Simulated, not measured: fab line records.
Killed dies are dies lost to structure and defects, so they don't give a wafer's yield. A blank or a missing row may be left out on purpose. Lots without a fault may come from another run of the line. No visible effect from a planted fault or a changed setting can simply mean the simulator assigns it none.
Chamber matching || flow n5-finfet || 4 sister chambers for N5_BEOL_M3_ALD_84 on ald-metal-02
The step deposits TaN, pulse time 2 s, purge time 3 s, co reactant purge time 2 s. 20 wafers are shown with their chamber, then 10 later ones without.

== WAFERS WITH THEIR CHAMBER ==
{"wafer": "L075.4", "chamber": 1, "heater-power-w (W)": 427, "mfc-carrier-sccm (sccm)": 1497}
{"wafer": "L075.5", "chamber": 0, "heater-power-w (W)": 406, "mfc-carrier-sccm (sccm)": 1507}
{"wafer": "L075.6", "chamber": 1, "heater-power-w (W)": 423, "mfc-carrier-sccm (sccm)": 1500}
{"wafer": "L076.2", "chamber": 1, "heater-power-w (W)": 426, "mfc-carrier-sccm (sccm)": 1504}
{"wafer": "L076.3", "chamber": 2, "heater-power-w (W)": 415, "mfc-carrier-sccm (sccm)": 1504}
{"wafer": "L076.4", "chamber": 3, "heater-power-w (W)": 352, "mfc-carrier-sccm (sccm)": 1497}
{"wafer": "L078.1", "chamber": 1, "heater-power-w (W)": 434, "mfc-carrier-sccm (sccm)": 1500}
{"wafer": "L078.4", "chamber": 0, "heater-power-w (W)": 415, "mfc-carrier-sccm (sccm)": 1498}
{"wafer": "L078.6", "chamber": 1, "heater-power-w (W)": 447, "mfc-carrier-sccm (sccm)": 1505}
{"wafer": "L079.1", "chamber": 3, "heater-power-w (W)": 351, "mfc-carrier-sccm (sccm)": 1499}
{"wafer": "L079.3", "chamber": 1, "heater-power-w (W)": 445, "mfc-carrier-sccm (sccm)": 1500}
{"wafer": "L079.6", "chamber": 1, "heater-power-w (W)": 433, "mfc-carrier-sccm (sccm)": 1499}
{"wafer": "L083.2", "chamber": 0, "heater-power-w (W)": 408, "mfc-carrier-sccm (sccm)": 1492}
{"wafer": "L083.5", "chamber": 1, "heater-power-w (W)": 426, "mfc-carrier-sccm (sccm)": 1506}
{"wafer": "L083.6", "chamber": 0, "heater-power-w (W)": 390, "mfc-carrier-sccm (sccm)": 1488}
{"wafer": "L085.2", "chamber": 0, "heater-power-w (W)": 405, "mfc-carrier-sccm (sccm)": 1494}
{"wafer": "L085.5", "chamber": 2, "heater-power-w (W)": 411, "mfc-carrier-sccm (sccm)": 1507}
{"wafer": "L085.6", "chamber": 3, "heater-power-w (W)": 350, "mfc-carrier-sccm (sccm)": 1495}
{"wafer": "L086.1", "chamber": 3, "heater-power-w (W)": 357, "mfc-carrier-sccm (sccm)": 1498}
{"wafer": "L086.3", "chamber": 0, "heater-power-w (W)": 410, "mfc-carrier-sccm (sccm)": 1498}

SIGNATURES (means of the wafers above)
{"reading": "heater-power-w", "chamber 0": 405.67, "chamber 1": 432.62, "chamber 2": 413.00, "chamber 3": 352.50, "scatter within a chamber": 7.78}
{"reading": "mfc-carrier-sccm", "chamber 0": 1496.17, "chamber 1": 1501.38, "chamber 2": 1505.50, "chamber 3": 1497.25, "scatter within a chamber": 4.32}
Rule: a wafer's distance from a chamber is the root of the sum, over the readings, of the square of ((its reading less the chamber's mean) divided by the reading's scatter). If the next closest chamber is less than 2 further off than the closest, the wafer can't be placed; otherwise it belongs to the closest. The scatter: take each reading less its chamber's mean, square it, sum over the shown wafers, divide by the number of wafers less the number of chambers, and take the root.

== WAFERS WITHOUT THEIR CHAMBER ==
{"wafer": "L086.5", "heater-power-w (W)": 349, "mfc-carrier-sccm (sccm)": 1505}
{"wafer": "L090.2", "heater-power-w (W)": 438, "mfc-carrier-sccm (sccm)": 1498}
{"wafer": "L090.3", "heater-power-w (W)": 355, "mfc-carrier-sccm (sccm)": 1503}
{"wafer": "L090.5", "heater-power-w (W)": 424, "mfc-carrier-sccm (sccm)": 1497}
{"wafer": "L093.3", "heater-power-w (W)": 408, "mfc-carrier-sccm (sccm)": 1493}
{"wafer": "L093.4", "heater-power-w (W)": 439, "mfc-carrier-sccm (sccm)": 1493}
{"wafer": "L093.6", "heater-power-w (W)": 432, "mfc-carrier-sccm (sccm)": 1499}
{"wafer": "L094.1", "heater-power-w (W)": 411, "mfc-carrier-sccm (sccm)": 1496}
{"wafer": "L094.5", "heater-power-w (W)": 430, "mfc-carrier-sccm (sccm)": 1497}
{"wafer": "L094.6", "heater-power-w (W)": 416, "mfc-carrier-sccm (sccm)": 1503}

== WHICH CHAMBER EACH WENT THROUGH ==
{"wafer": "L086.5", "from the rows above": 3, "in truth": 3}
{"wafer": "L090.2", "from the rows above": 1, "in truth": 1}
{"wafer": "L090.3", "from the rows above": 3, "in truth": 3}
{"wafer": "L090.5", "from the rows above": "can't be placed: 1 or 0 or 2", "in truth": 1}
{"wafer": "L093.3", "from the rows above": 0, "in truth": 0}
{"wafer": "L093.4", "from the rows above": 1, "in truth": 1}
{"wafer": "L093.6", "from the rows above": 1, "in truth": 1}
{"wafer": "L094.1", "from the rows above": "can't be placed: 0 or 2", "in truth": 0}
{"wafer": "L094.5", "from the rows above": "can't be placed: 1 or 2", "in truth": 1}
{"wafer": "L094.6", "from the rows above": "can't be placed: 2 or 0 or 1", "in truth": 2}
6 of 10 placed correctly. From these rows, 4 cannot be placed; in 4 the true chamber is one of the candidates. Wrongly placed: 0.
